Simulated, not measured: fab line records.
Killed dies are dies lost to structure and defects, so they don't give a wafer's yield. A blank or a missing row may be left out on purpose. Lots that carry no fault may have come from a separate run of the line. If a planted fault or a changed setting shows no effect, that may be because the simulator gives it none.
A lot that was struck, set against a sound lot -- flow n5 finfet -- 17 out of 1938 route steps
Sound: these wafers, L672.1, L672.2, L672.5. Struck: wafers L679.3, L679.6. (L679.2 of the same lot was not struck and is left out.) The cause comes at the end.
For every step that has rows: the tool of each side, followed by ch and its chambers, followed by its first start. Under that, the readings that differ: sound wafers -- struck wafers -- difference of the means -- sigmas: that difference in standard deviations of wafers without a fault.
alike: a reading whose means differ by less than 2 such deviations, as well as words and numbers matching on both sides. not compared: withheld readings; readings where some wafer has no value; bounds like >300 that might hide an equal value; numbers whose values overlap and for which the record gives no deviation.
A row with sigmas, a row that says differs or no value, or rows on one side alone: a step with any of these is where the two part. Numbers that have no deviation but don't overlap get no sigmas and don't part them. Lack of a reading on every wafer of one side parts them only where that side has two or more wafers.

first, 7 steps without rows for these wafers: N5_BEOL_M7_COAT_60 (time 60 s, resist thk 35 nm); N5_BEOL_M7_COAT_05 (resist thk 90 nm); N5_BEOL_M7_EBR_07; N5_BEOL_M7_SOFTBAKE_06 (time 60 s); N5_BEOL_M7_EXPOSE_08 (exposes mask M7); N5_BEOL_M7_PEB_09 (peb time 60 s); N5_BEOL_M7_DEVELOP_10 (develop time 30 s).
N5_BEOL_M7_CD_MEAS_11 targets a cd of 38.5 nm.
  sound on cd sem-02 ch 0, day 9 10:21; struck on cd sem-01 ch 0, day 11 05:21
  alike: cd nm
N5_BEOL_M7_OVL_MEAS_12:
  sound on overlay-02 ch 0, day 9 10:23; struck on overlay-02 ch 0, day 11 05:23
  alike: M7_OVL
N5_BEOL_M7_INSPECT_13: inspects for defects (brightfield).
  sound on defect inspect-01 at day 9 10:25; struck on defect inspect-01 at day 11 05:25
  alike: raw defect count
N5_BEOL_M7_DESCUM_16: chemistry O2, time 7.9 s.
  sound on rie diel-03 ch 0,1,2, day 9 10:31; struck on rie diel-06 ch 0, day 11 05:58
  alike: drypump motor current A, oes product au, rf vpp V, showerhead plenum p Torr, throttle valve pct
  not compared: rf hours counter h
N5_BEOL_M7_ETCH_61: etches SiARC in CF4, target depth 45.5 nm, time 75.8 s.
  sound on rie diel-03 ch 0,1,2, day 9 10:32; struck on rie diel-06 ch 0, day 11 05:59
reading,sound,struck,difference,sigmas
rf fwd power W (W),542.3 536.3 542.3,532.0 532.9,-7.8,-3
  alike: drypump motor current A, etch rf on time s, oes product au, rf vpp V, showerhead plenum p Torr, throttle valve pct
  not compared: rf hours counter h
N5_BEOL_M7_ETCH_62: etches SOC in N2/H2, target depth 110 nm, overetch 22 nm, time 165 s.
  sound on rie diel-03 ch 0,2, day 9 10:36; struck on rie diel-06 ch 0, day 11 06:03
reading,sound,struck,difference,sigmas
rf fwd power W (W),836.2 830.4 833.4,1040.5 1041.2,+207.5,+77
rf vpp V (V),527.2 525.7 527.4,492.2 492.5,-34.4,-14
model.SiARC_of_BEOL_M7_COAT_60.thk nm (nm),28.2 28.2 28.4,27.4 27.4,-0.9,
  alike: drypump motor current A, h2 flow sccm, n2 flow sccm, oes product au, showerhead plenum p Torr, throttle valve pct
  not compared: rf hours counter h, model.BEOL_M7.cd offset nm
then, 1 step without rows for these wafers: N5_BEOL_M7_STRIP_68 (strips in N2/H2).
N5_BEOL_M7_STRIP_67: strips in CF4.
  sound on rie diel-03 ch 1,2, day 9 10:45; struck on rie diel-06 ch 0, day 11 06:12
  alike: drypump motor current A, oes product au, rf vpp V, showerhead plenum p Torr, throttle valve pct
  not compared: rf hours counter h
N5_BEOL_M7_HM_OPEN_17: chemistry Cl2/BCl3, target TiN, target depth 20 nm, overetch 6 nm.
  sound on rie metal-03 ch 0,1, day 9 10:48; struck on rie metal-03 ch 0,1, day 11 06:14
  alike: drypump motor current A, he backside leak sccm, mfc cl2 sccm, oes product au, throttle valve pct
  not compared: rf hours counter h, model.BEOL_M7.cd offset nm
N5_BEOL_M7_STRIP_19: strips in O2.
  sound on rie diel-03 ch 1,2, day 9 10:55; struck on rie diel-06 ch 2, day 11 06:26
reading,sound,struck,difference,sigmas
showerhead plenum p Torr (Torr),2.18 2.17 2.18,1.99 1.99,-0.19,-3
  alike: drypump motor current A, oes product au, rf vpp V, throttle valve pct
  not compared: rf hours counter h

WHERE THEY PART
First at N5_BEOL_M7_ETCH_61; last, within this record, at N5_BEOL_M7_STRIP_19.

WHY: the cause the simulator had injected
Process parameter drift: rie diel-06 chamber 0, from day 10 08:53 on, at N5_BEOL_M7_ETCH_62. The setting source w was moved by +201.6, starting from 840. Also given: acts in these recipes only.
